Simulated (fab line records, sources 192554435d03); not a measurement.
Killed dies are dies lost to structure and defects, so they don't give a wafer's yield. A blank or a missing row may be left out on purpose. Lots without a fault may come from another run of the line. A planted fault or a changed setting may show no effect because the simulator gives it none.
Chamber matching | flow n5_finfet | N5_BEOL_M9_ETCH_66 on rie_diel-05: 4 sister chambers
The step etches SOC in N2/H2, target depth 80 nm, overetch 16 nm, time 120 s. 8 wafers are shown with their chamber, then 7 later ones without.

WAFERS WITH THEIR CHAMBER
wafer  | chamber | showerhead_plenum_p_Torr (Torr) | throttle_valve_pct (%)
L082.6 | 0       | 2.40                            | 18.1
L084.1 | 2       | 2.64                            | 18.5
L084.6 | 2       | 2.64                            | 18.6
L086.2 | 1       | 2.57                            | 17.9
L086.3 | 0       | 2.40                            | 18.1
L086.4 | 3       | 2.65                            | 17.8
L087.2 | 3       | 2.64                            | 17.8
L087.4 | 1       | 2.57                            | 17.9

WAFERS WITHOUT THEIR CHAMBER
wafer  | showerhead_plenum_p_Torr (Torr) | throttle_valve_pct (%)
L087.6 | 2.39                            | 18.1
L091.2 | 2.63                            | 18.6
L091.3 | 2.64                            | 17.8
L091.4 | 2.56                            | 17.9
L095.1 | 2.56                            | 17.9
L095.3 | 2.64                            | 17.8
L095.4 | 2.71                            | 17.7

WHICH CHAMBER EACH WENT THROUGH
wafer  | from the rows above | in truth
L087.6 | 0                   | 0
L091.2 | 2                   | 2
L091.3 | 3                   | 3
L091.4 | 1                   | 1
L095.1 | 1                   | 1
L095.3 | 3                   | 3
L095.4 | 3                   | 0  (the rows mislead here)
Placed correctly: 6 of 7. Can't be placed from these rows: 0. Placed wrongly: 1.
How it was worked out, from the rows above alone: a wafer's distance from a chamber is the root of the sum, over the readings, of the square of ((its reading less the chamber's mean) divided by the reading's scatter). The wafer belongs to the nearest chamber; if the next one is less than 2 further off, it can't be placed. A chamber's mean is the mean of its shown wafers. The scatter: the root of (the sum of the squares of (reading less its chamber's mean) over the shown wafers, divided by (wafers less chambers)).
